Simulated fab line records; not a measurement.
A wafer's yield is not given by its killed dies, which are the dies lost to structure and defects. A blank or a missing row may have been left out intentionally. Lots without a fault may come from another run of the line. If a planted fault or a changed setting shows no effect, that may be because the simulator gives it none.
A lot that was struck, set against a sound lot -- flow nandHarc -- 16 out of 1302 route steps
Sound: the wafers L735.1, L735.3, L735.4. Struck: wafers L743.1, L743.2, L743.5. The cause comes at the end.
For every step that has rows: the tool of each side, followed by ch and its chambers, followed by its first start. Under that, the readings that differ: sound wafers -- struck wafers -- difference of the means -- sigmas: that difference in standard deviations of wafers without a fault.
alike: same words and numbers on both sides, and readings whose means sit less than 2 such deviations apart. not compared: any withheld reading, any reading some wafer has no value for, any bound like >300 that may hide the same value, and any number with overlapping values for which the record gives no deviation.
The two part at a step that has a row with sigmas, a row that says differs or no value, or rows on one side only. Numbers that have no deviation but don't overlap get no sigmas and don't part them. Lack of a reading on every wafer of one side parts them only where that side has two or more wafers.

NHARC_A_ONON_D2_THK_MEAS_08: measures by ellipsometry.
  sound: filmMetro-01 at day 14 01:32; struck: filmMetro-01 at day 17 09:26
  alike: thkNm
then, 1 step without rows for these wafers: NHARC_A_ONON_D2_DEP_09 (target thk 1000 nm).
NHARC_A_ONON_D2_THK_MEAS_11: measures by ellipsometry.
  sound: filmMetro-01 at day 14 02:06; struck: filmMetro-01 at day 17 09:59
reading,sound,struck,difference,sigmas
thkNm (nm),1013 1014 1015,986 986 984,-29,-3
then, 1 step without rows for these wafers: NHARC_A_ONON_D2_DEP_12 (target thk 1000 nm).
NHARC_A_ONON_D2_THK_MEAS_14: measures by ellipsometry.
  sound: filmMetro-01 at day 14 02:49; struck: filmMetro-01 at day 17 10:34
  alike: thkNm
then, 2 steps without rows for these wafers: NHARC_A_ONON_D2_ANNEAL_15 (time 3600 s); NHARC_A_ONON_D2_DEP_16 (target thk 1000 nm).
NHARC_A_ONON_D2_THK_MEAS_18: measures by ellipsometry.
  sound: filmMetro-01 at day 14 10:25; struck: filmMetro-02 at day 17 18:00
reading,sound,struck,difference,sigmas
thkNm (nm),998 1000 1000,981 979 981,-19,-2
then, 1 step without rows for these wafers: NHARC_A_ONON_D2_DEP_19 (target thk 1000 nm).
NHARC_A_ONON_D2_THK_MEAS_21: measures by ellipsometry.
  sound: filmMetro-01 at day 14 10:59; struck: filmMetro-02 at day 17 18:35
reading,sound,struck,difference,sigmas
thkNm (nm),1008 1007 1008,985 984 984,-23,-2
then, 1 step without rows for these wafers: NHARC_A_ONON_D2_DEP_22 (target thk 1000 nm).
NHARC_A_ONON_D2_THK_MEAS_24: measures by ellipsometry.
  sound: filmMetro-02 at day 14 11:33; struck: filmMetro-02 at day 17 19:09
  alike: thkNm
NHARC_A_ONON_D2_DEP_25: target thk 1000 nm.
  sound on pecvdOnon-03 ch 0, day 14 11:37; struck on pecvdOnon-04 ch 0, day 17 19:12
NHARC_A_ONON_D2_THK_MEAS_27: measures by ellipsometry.
  sound: filmMetro-01 at day 14 12:07; struck: filmMetro-01 at day 17 19:43
reading,sound,struck,difference,sigmas
thkNm (nm),989 991 990,532 532 532,-458,-46
then, 1 step without rows for these wafers: NHARC_A_ONON_D2_DEP_28 (target thk 1000 nm).
-- the record jumps here: 12 days lie between the struck wafers' starts before and after (it left off in module A_ONON_D2 and takes up again in module END, whose first step shown is number 1302 of the route) --
NHARC_END_SORT_01:
  at this point the record logs the struck wafers (prober-02 ch 0, day 29 13:16) and has no rows for the sound ones

WHERE THEY PART
Last at NHARC_END_SORT_01 as far as this record goes, first at NHARC_A_ONON_D2_THK_MEAS_11.

WHY: whatever the simulator had introduced
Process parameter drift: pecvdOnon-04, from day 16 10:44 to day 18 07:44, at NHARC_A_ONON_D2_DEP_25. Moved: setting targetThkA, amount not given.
